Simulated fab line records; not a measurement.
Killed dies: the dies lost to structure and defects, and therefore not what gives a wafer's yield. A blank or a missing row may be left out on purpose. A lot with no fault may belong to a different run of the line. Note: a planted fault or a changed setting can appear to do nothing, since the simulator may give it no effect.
Problem report, 8D (eight disciplines) form, completed by code :: flow nandHarc :: the parts of the form that need people (team, actions taken, sign-off) are left out

## 1. WHAT WENT WRONG
A mean of 701 nm is read at NHARC_A_ONON_D1_THK_MEAS_30 for thkNm, taken on 1 wafer of 1 lot, against 1006 nm (standard deviation 9.6) on wafers free of any fault. That is -32 standard deviations from the usual mean.
The step: measures by ellipsometry.
Earliest sighting: wafer L859.6 on filmMetro-02 at day 11 02:07. The record has a number at this step for 38 wafers belonging to 13 lots. Rule for "out", or "out of limits": more than 4 standard deviations from the usual mean. The rest of the wafers with a number are treated as sound.

## 2. WHAT THIS IS AND IS NOT
question: which readings at this step
is: thkNm
is not: -

question: which lots
is: L859
is not: L852, L853, L854, L864, L865, L866, L868, L869, L870, L871, L872, L873

question: which wafers of those lots
is: L859.6
is not: L859.2

question: read on which gauges
is: filmMetro-02
is not: filmMetro-01

question: when
is: from day 11 02:07
is not: up to then (10 sound wafers); but 27 sound wafers of L864, L865, L866, L868, L869, L870, L871, L872, L873 came after

## 3. WHAT RULES OUT EACH SUSPECT
Counting: any tool at a process step up to the reading remains a suspect provided it ran every lot that is out. Sound lots after the first of them don't rule it out here, since some wafers of a struck lot are sound.
- the gauge at NHARC_A_ONON_D1_THK_MEAS_30: kept. All the wafers that are out were read on filmMetro-02, and no step on other tools shows them out.
- pecvdOnon-01 at NHARC_A_ONON_D1_DEP_28 (target thk 1000 nm): kept. L859, the lot that is out, went through it at day 11 01:40; up to then, the latest sound lot through it was L854 at day 9 05:11.
What counting leaves: pecvdOnon-01 at NHARC_A_ONON_D1_DEP_28 and filmMetro-02 at NHARC_A_ONON_D1_THK_MEAS_30.

## 4. THE CAUSE (what the simulator had put in)
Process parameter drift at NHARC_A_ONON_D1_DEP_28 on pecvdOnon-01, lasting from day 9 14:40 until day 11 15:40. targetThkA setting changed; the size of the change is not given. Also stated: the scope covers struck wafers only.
After counting, 2 suspects remain, this tool included.

## 5. SEQUENCE OF EFFECTS, ordered by route
Rows list readings where the struck wafers' mean (over those with a number) sits beyond 3 standard deviations from the usual. Only readings for which the record gives a usual standard deviation are gone through. hours: the time from each lot's start at the first step in this table that gives one to its start at this step, as a median over the lots. sigmas: the change in usual standard deviations.
hours: 0
step: NHARC_A_ONON_D1_THK_MEAS_30
reading: thkNm
usual: 1006 nm
on struck wafers: 701
change: -305
sigmas: -32

## 6. HOW IT WOULD HAVE BEEN CAUGHT EARLIER
Counted from the fault's start at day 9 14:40, it took 35 hours until the first out-of-limits reading at a measuring or inspecting step in this record, taken at day 11 02:07.
The start of NHARC_A_ONON_D1_DEP_28 on pecvdOnon-01 came by day 11 02:07 for every one of the lots that are out (1). Tool hold at that time: it would have spared none of them.
